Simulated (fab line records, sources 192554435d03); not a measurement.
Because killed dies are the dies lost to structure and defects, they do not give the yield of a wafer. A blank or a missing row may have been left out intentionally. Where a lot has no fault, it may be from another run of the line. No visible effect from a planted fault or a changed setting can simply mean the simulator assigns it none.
fab line records -- flow n5Finfet -- part 2 of 2: steps 4 to 6 of 6
record: lots: 22, wafers: 66, lastDay: 18
route steps=1938 shown MOL_CONTACT_COAG@580 BEOL_M0_SAQP@674
lots untouched by any fault: they come from a run of this same line in which no faults occurred
startH: hours from the record's opening day to when the first of the lot's shown wafers began -- waitH: time in hours since the lot's previous step -- " identical to the entry in the row above -- L1.1+2: a single row standing in for several wafers -- - no value, or no start given -- * or withheld: withheld -- < > ~ a bound
route shown NAME@n: names a module that has steps shown in the file, with the first one's number in the route -- usual: average and standard deviation across the fault-free wafers -- same: alike in all rows -- chamber/n: place in a boat -- sites: each site's reading -- _std_site: their standard deviation -- _edge_site: outer sites' mean less inner sites' -- radiusMm: how far each site lies from the wafer's centre -- mask NAME#n: copy n -- behind: the last tool/chamber to shape the wafer -- hold: why the lot went on hold/how many hours it stayed there/how the hold came to an end -- device: transistor that didn't switch, given as n, p or np -- end of line: the tests these same wafers got at the end of their route -- for a step that has no rows: nothing shown but its recipe -- killed: dies lost to structure and defects at the first sort, not the wafer's yield -- map: dies across one wafer; x = killed, . = not, _ = none there
set.NAME: the setting as run; set.NAME@STEP: as run at that earlier step -- model.NAME: the simulator's own value behind a step, which no gauge read
a sample of lots followed through the steps of the route, with each step as a table and each wafer as a row
services: from which hour (startH, from the record's first day; less than 0 if before it) a tool's chamber was out of use, for how many hours, and why
== steps ==
step: N5_BEOL_M0_SAQP_SPACER2_ETCHBACK_27
recipe: chemistry: CHF3/O2, mode: anisotropicEtchback, target: SiO2, targetDepthA: 225, timeS: 11.25, pressureMtorr: 30, sourceW: 650, biasW: 170, Ar_flow_sccm: 200, CHF3_flow_sccm: 50, O2_flow_sccm: 5, ionEnergyEv: 200
usual: drypumpMotorCurrentA: 5.6/0.31, oes_ar_750_au: 0.75/0.085, oesProductAu: 0.75/0.09, rfVppV: 527/5.8, showerheadPlenumPTorr: 2.41/0.075, throttleValvePct: 18.92/0.2
lot.wafer,tool,chamber,startH,waitH,drypumpMotorCurrentA,oes_ar_750_au,oesProductAu,rfHoursCounterH,rfVppV,showerheadPlenumPTorr,throttleValvePct
L074.3,rieDiel-05,2,151.48,0.3,5.9,0.77,0.75,147,517,2.41,18.70
L074.4,rieDiel-05,0,151.48,0.3,5.3,0.73,0.74,-,533,2.41,18.85
L074.5,rieDiel-05,1,151.48,0.3,5.1,0.88,0.88,-,525,2.45,18.65
L075.3,rieDiel-04,0,152.57,0.3,5.7,0.71,0.72,176,534,2.40,19.27
L075.4,rieDiel-04,2,152.57,0.3,5.7,0.69,0.69,237,522,2.39,18.95
L075.6,rieDiel-04,1,152.57,0.3,5.9,0.72,0.74,-,531,2.51,18.82
L076.1,rieDiel-04,2,152.90,0.4,5.8,0.69,0.69,238,522,2.39,18.95
L076.2,rieDiel-04,0,152.90,0.4,5.7,0.71,0.72,177,533,2.40,19.29
L076.5,rieDiel-04,1,152.90,0.4,5.9,0.73,0.74,-,531,2.51,18.81
L078.1,rieDiel-02,2,152.96,0.4,5.7,0.69,0.69,230,530,2.48,18.99
L078.4,rieDiel-02,0,152.96,0.4,5.3,0.72,0.73,180,528,2.28,18.88
L078.5,rieDiel-02,2,152.96,0.4,5.7,0.68,0.68,-,530,2.48,18.99
L077.1,rieDiel-05,0,153.46,0.4,5.3,0.73,0.73,163,532,2.41,18.85
L077.3,rieDiel-05,1,153.46,0.4,5.1,0.88,0.87,30,523,2.45,18.64
L077.6,rieDiel-05,0,153.46,0.4,5.3,0.73,0.73,-,531,2.41,18.85
L080.1,rieDiel-05,2,153.53,0.4,5.8,0.76,0.74,148,516,2.41,18.71
L080.4,rieDiel-05,0,153.53,0.4,5.3,0.73,0.74,-,532,2.41,18.85
L080.5,rieDiel-05,2,153.53,0.4,5.9,0.76,0.75,-,516,2.41,18.69
L079.1,rieDiel-05,0,153.97,0.4,5.3,0.73,0.73,164,533,2.41,18.84
L079.3,rieDiel-05,2,153.97,0.4,5.9,0.76,0.74,148,515,2.41,18.70
L079.5,rieDiel-05,2,153.97,0.4,5.9,0.76,0.74,-,516,2.41,18.72
L082.1,rieDiel-02,2,156.92,0.4,5.7,0.69,0.68,232,531,2.48,18.97
L082.4,rieDiel-02,0,156.92,0.4,5.3,0.72,0.73,183,529,2.28,18.86
L082.5,rieDiel-02,0,156.92,0.4,5.3,0.72,0.72,-,529,2.28,18.89
L081.1,rieDiel-02,1,159.54,0.5,5.8,0.68,0.67,228,524,2.48,18.92
L081.3,rieDiel-02,2,159.54,0.5,5.6,0.69,0.68,233,530,2.48,18.99
L081.6,rieDiel-02,2,159.54,0.5,5.7,0.68,0.68,-,530,2.48,18.97
L083.3,rieDiel-05,2,169.53,0.4,5.9,0.75,0.74,157,516,2.40,18.72
L083.5,rieDiel-05,2,169.53,0.4,5.9,0.75,0.74,-,516,2.40,18.72
L083.6,rieDiel-05,1,169.53,0.4,5.1,0.86,0.86,-,521,2.45,18.67
L084.2,rieDiel-04,1,171.45,0.3,5.9,0.72,0.73,169,531,2.50,18.83
L084.5,rieDiel-04,1,171.45,0.3,5.9,0.72,0.73,-,531,2.50,18.82
L084.6,rieDiel-04,0,171.45,0.3,5.7,0.71,0.72,-,532,2.40,19.29
L085.2,rieDiel-04,2,183.20,0.3,5.8,0.68,0.67,248,521,2.39,18.97
L085.3,rieDiel-04,3,183.20,0.3,5.5,0.70,0.71,221,531,2.28,19.18
L085.5,rieDiel-04,0,183.20,0.3,5.7,0.71,0.71,-,534,2.40,19.30
L086.2,rieDiel-02,1,185.32,0.3,5.8,0.67,0.66,239,523,2.48,18.93
L086.3,rieDiel-02,3,185.32,0.3,5.5,0.67,0.65,260,526,2.36,19.30
L086.6,rieDiel-02,3,185.32,0.3,5.5,0.67,0.65,-,525,2.36,19.28
L087.3,rieDiel-04,0,191.33,0.3,5.7,0.70,0.71,190,534,2.40,19.30
L087.4,rieDiel-04,2,191.33,0.3,5.8,0.68,0.67,250,521,2.39,18.97
L087.5,rieDiel-04,1,191.33,0.3,6.0,0.72,0.73,-,530,2.50,18.83
L088.1,rieDiel-04,0,195.65,0.3,5.7,0.71,0.69,191,532,2.40,19.30
L088.2,rieDiel-04,1,195.65,0.3,6.0,0.71,0.71,176,529,2.50,18.83
L088.3,rieDiel-04,3,195.65,0.3,5.5,0.71,0.70,224,532,2.28,19.19
L089.1,rieDiel-05,1,207.61,0.3,5.1,0.85,0.86,48,524,2.45,18.66
L089.3,rieDiel-05,0,207.61,0.3,5.3,0.72,0.74,181,532,2.40,18.88
L089.5,rieDiel-05,0,207.61,0.3,5.3,0.71,0.72,-,531,2.40,18.87
L090.1,rieDiel-02,1,210.25,0.3,5.8,0.66,0.66,246,524,2.48,18.93
L090.2,rieDiel-02,0,210.25,0.3,5.3,0.71,0.71,191,528,2.28,18.90
L090.6,rieDiel-02,0,210.25,0.3,5.3,0.71,0.71,-,530,2.28,18.91
L091.1,rieDiel-02,1,215.94,0.3,5.8,0.66,0.66,247,523,2.48,18.96
L091.4,rieDiel-02,3,215.94,0.3,5.5,0.94,0.95,-,526,2.36,18.90
L091.5,rieDiel-02,0,215.94,0.3,5.3,0.70,0.71,-,528,2.28,18.89
L092.2,rieDiel-05,3,220.28,0.3,6.3,0.92,0.94,12,538,2.56,18.91
L092.4,rieDiel-05,2,220.28,0.3,5.9,0.74,0.73,167,516,2.40,18.74
L092.6,rieDiel-05,1,220.28,0.3,5.1,0.85,0.85,-,524,2.45,18.69
L093.2,rieDiel-05,3,227.91,0.3,6.3,0.91,0.92,13,537,2.56,18.92
L093.3,rieDiel-05,1,227.91,0.3,5.1,0.85,0.85,50,524,2.45,18.70
L093.6,rieDiel-05,0,227.91,0.3,5.3,0.72,0.72,-,531,2.40,18.88
L094.1,rieDiel-02,2,234.63,0.3,5.7,0.97,0.97,2,529,2.47,18.56
L094.2,rieDiel-02,3,234.63,0.3,5.5,0.91,0.94,8,526,2.36,18.91
L094.4,rieDiel-02,0,234.63,0.3,5.3,0.70,0.72,-,528,2.28,18.91
L095.4,rieDiel-04,1,240.03,0.3,5.9,0.70,0.72,186,530,2.49,18.87
L095.5,rieDiel-04,2,240.03,0.3,5.8,0.93,0.94,-,521,2.39,18.61
L095.6,rieDiel-04,3,240.03,0.3,5.5,0.69,0.70,-,531,2.27,19.21
step: N5_BEOL_M0_SAQP_CD_MEAS_40
recipe: targetCdNm: 30, landingEnergyEv: 500, detector: seInlens
usual: cdNm: 29.96/0.23
same: landingEnergyEv: 500
lot.wafer,tool,chamber,startH,waitH,cdNm
L074.3,cdSem-01,0,151.99,-,29.59
L074.4,cdSem-01,0,151.99,-,29.64
L074.5,cdSem-01,0,151.99,-,29.65
L075.3,cdSem-03,0,153.20,-,29.74
L075.4,cdSem-03,0,153.20,-,30.26
L075.6,cdSem-03,0,153.20,-,29.70
L076.1,cdSem-02,0,153.53,-,30.32
L076.2,cdSem-02,0,153.53,-,29.96
L076.5,cdSem-02,0,153.53,-,30.15
L078.1,cdSem-02,0,153.70,-,29.71
L078.4,cdSem-02,0,153.70,-,29.56
L078.5,cdSem-02,0,153.70,-,29.92
L077.1,cdSem-03,0,154.09,-,30.11
L077.3,cdSem-03,0,154.09,-,30.04
L077.6,cdSem-03,0,154.09,-,30.36
L080.1,cdSem-02,0,154.26,-,29.92
L080.4,cdSem-02,0,154.26,-,30.02
L080.5,cdSem-02,0,154.26,-,30.06
L079.1,cdSem-03,0,154.48,-,30.29
L079.3,cdSem-03,0,154.48,-,29.74
L079.5,cdSem-03,0,154.48,-,29.80
L082.1,cdSem-03,0,157.43,-,29.80
L082.4,cdSem-03,0,157.43,-,29.97
L082.5,cdSem-03,0,157.43,-,29.72
L081.1,cdSem-03,0,160.04,-,30.01
L081.3,cdSem-03,0,160.04,-,30.08
L081.6,cdSem-03,0,160.04,-,30.10
L083.3,cdSem-02,0,170.20,-,29.35
L083.5,cdSem-02,0,170.20,-,30.14
L083.6,cdSem-02,0,170.20,-,30.17
L084.2,cdSem-02,0,171.96,-,30.09
L084.5,cdSem-02,0,171.96,-,29.76
L084.6,cdSem-02,0,171.96,-,30.06
L085.2,cdSem-01,0,183.71,-,30.00
L085.3,cdSem-01,0,183.71,-,30.23
L085.5,cdSem-01,0,183.71,-,30.43
L086.2,cdSem-01,0,185.95,-,30.03
L086.3,cdSem-01,0,185.95,-,30.28
L086.6,cdSem-01,0,185.95,-,29.72
L087.3,cdSem-03,0,191.97,-,29.91
L087.4,cdSem-03,0,191.97,-,29.92
L087.5,cdSem-03,0,191.97,-,30.22
L088.1,cdSem-01,0,196.28,-,30.01
L088.2,cdSem-01,0,196.28,-,30.09
L088.3,cdSem-01,0,196.28,-,29.89
L089.1,cdSem-01,0,208.71,-,30.11
L089.3,cdSem-01,0,208.71,-,29.99
L089.5,cdSem-01,0,208.71,-,30.09
L090.1,cdSem-01,0,210.75,-,30.16
L090.2,cdSem-01,0,210.75,-,29.99
L090.6,cdSem-01,0,210.75,-,30.26
L091.1,cdSem-03,0,216.57,-,30.27
L091.4,cdSem-03,0,216.57,-,29.78
L091.5,cdSem-03,0,216.57,-,29.99
L092.2,cdSem-01,0,220.79,-,29.85
L092.4,cdSem-01,0,220.79,-,29.92
L092.6,cdSem-01,0,220.79,-,30.04
L093.2,cdSem-02,0,228.42,-,29.78
L093.3,cdSem-02,0,228.42,-,30.02
L093.6,cdSem-02,0,228.42,-,30.15
L094.1,cdSem-02,0,235.27,-,29.59
L094.2,cdSem-02,0,235.27,-,30.13
L094.4,cdSem-02,0,235.27,-,30.15
L095.4,cdSem-01,0,240.54,-,29.99
L095.5,cdSem-01,0,240.54,-,29.75
L095.6,cdSem-01,0,240.54,-,30.52
step: N5_BEOL_M0_SAQP_OVL_MEAS_41
recipe: pointsPerWafer: 522
usual: M0_CUT1_OVL: 0.1/0.71
lot.wafer,tool,chamber,startH,waitH,M0_CUT1_OVL[nm]
L074.3,overlay-02,0,152.03,0.0,0.0
L074.4,overlay-02,0,152.03,0.0,-0.9
L074.5,overlay-02,0,152.03,0.0,-0.2
L075.3,overlay-01,0,153.24,0.0,0.7
L075.4,overlay-01,0,153.24,0.0,0.9
L075.6,overlay-01,0,153.24,0.0,0.3
L076.1,overlay-02,0,153.56,0.0,0.2
L076.2,overlay-02,0,153.56,0.0,1.1
L076.5,overlay-02,0,153.56,0.0,0.6
L078.1,overlay-02,0,153.73,0.0,-0.5
L078.4,overlay-02,0,153.73,0.0,0.5
L078.5,overlay-02,0,153.73,0.0,-0.7
L077.1,overlay-01,0,154.12,0.0,0.4
L077.3,overlay-01,0,154.12,0.0,1.0
L077.6,overlay-01,0,154.12,0.0,0.2
L080.1,overlay-01,0,154.29,0.0,-0.8
L080.4,overlay-01,0,154.29,0.0,-0.6
L080.5,overlay-01,0,154.29,0.0,-1.0
L079.1,overlay-02,0,154.51,0.0,-1.1
L079.3,overlay-02,0,154.51,0.0,-0.6
L079.5,overlay-02,0,154.51,0.0,0.0
L082.1,overlay-01,0,157.46,0.0,0.6
L082.4,overlay-01,0,157.46,0.0,-0.4
L082.5,overlay-01,0,157.46,0.0,-0.7
L081.1,overlay-01,0,160.07,0.0,-0.4
L081.3,overlay-01,0,160.07,0.0,0.5
L081.6,overlay-01,0,160.07,0.0,0.3
L083.3,overlay-01,0,170.25,0.0,-0.8
L083.5,overlay-01,0,170.25,0.0,-1.0
L083.6,overlay-01,0,170.25,0.0,-0.3
L084.2,overlay-02,0,172.00,0.0,-0.3
L084.5,overlay-02,0,172.00,0.0,0.5
L084.6,overlay-02,0,172.00,0.0,0.1
L085.2,overlay-01,0,183.75,0.0,-0.6
L085.3,overlay-01,0,183.75,0.0,0.4
L085.5,overlay-01,0,183.75,0.0,-0.2
L086.2,overlay-02,0,185.99,0.0,-0.2
L086.3,overlay-02,0,185.99,0.0,0.1
L086.6,overlay-02,0,185.99,0.0,-0.2
L087.3,overlay-01,0,192.01,0.0,0.7
L087.4,overlay-01,0,192.01,0.0,0.5
L087.5,overlay-01,0,192.01,0.0,0.8
L088.1,overlay-02,0,196.31,0.0,1.1
L088.2,overlay-02,0,196.31,0.0,0.6
L088.3,overlay-02,0,196.31,0.0,0.6
L089.1,overlay-01,0,208.74,0.0,1.4
L089.3,overlay-01,0,208.74,0.0,1.0
L089.5,overlay-01,0,208.74,0.0,1.2
L090.1,overlay-02,0,210.78,0.0,-0.4
L090.2,overlay-02,0,210.78,0.0,-0.1
L090.6,overlay-02,0,210.78,0.0,0.2
L091.1,overlay-01,0,216.60,0.0,-0.5
L091.4,overlay-01,0,216.60,0.0,0.2
L091.5,overlay-01,0,216.60,0.0,-0.8
L092.2,overlay-02,0,220.82,0.0,-0.1
L092.4,overlay-02,0,220.82,0.0,1.6
L092.6,overlay-02,0,220.82,0.0,0.5
L093.2,overlay-02,0,228.46,0.0,-0.3
L093.3,overlay-02,0,228.46,0.0,0.2
L093.6,overlay-02,0,228.46,0.0,0.3
L094.1,overlay-01,0,235.30,0.0,-0.5
L094.2,overlay-01,0,235.30,0.0,-1.0
L094.4,overlay-01,0,235.30,0.0,0.3
L095.4,overlay-02,0,240.58,0.0,-0.6
L095.5,overlay-02,0,240.58,0.0,0.9
L095.6,overlay-02,0,240.58,0.0,-0.2
== services ==
tool,chamber,startH,hours,kind
rieDiel-05,2,115.35,6.4,repair
rieDiel-06,2,127.22,13.3,repair
rieDiel-04,3,129.24,4.7,repair
rieDiel-01,3,129.40,7.0,repair
rieDiel-05,3,129.79,4.6,repair
rieDiel-06,1,153.08,4.2,repair
rieDiel-02,3,158.29,9.1,repair
rieDiel-02,3,186.90,-,clean
rieDiel-02,3,186.90,-,consumableReplace:focusRing
rieDiel-02,3,186.90,19.3,scheduledDown
rieDiel-02,3,186.90,19.3,ventCycle
rieDiel-02,1,189.70,2.6,repair
rieDiel-03,2,201.74,28.7,repair
rieDiel-02,2,206.43,-,clean
rieDiel-02,2,206.43,-,consumableReplace:focusRing
rieDiel-02,2,206.43,20.5,scheduledDown
rieDiel-02,2,206.43,20.5,ventCycle
rieDiel-04,0,207.73,1.7,repair
rieDiel-06,1,214.36,13.2,repair
rieDiel-03,-,219.88,28.1,pm
rieDiel-02,1,228.55,-,clean
rieDiel-02,1,228.55,-,consumableReplace:focusRing
rieDiel-02,1,228.55,24.3,scheduledDown
rieDiel-02,1,228.55,24.3,ventCycle
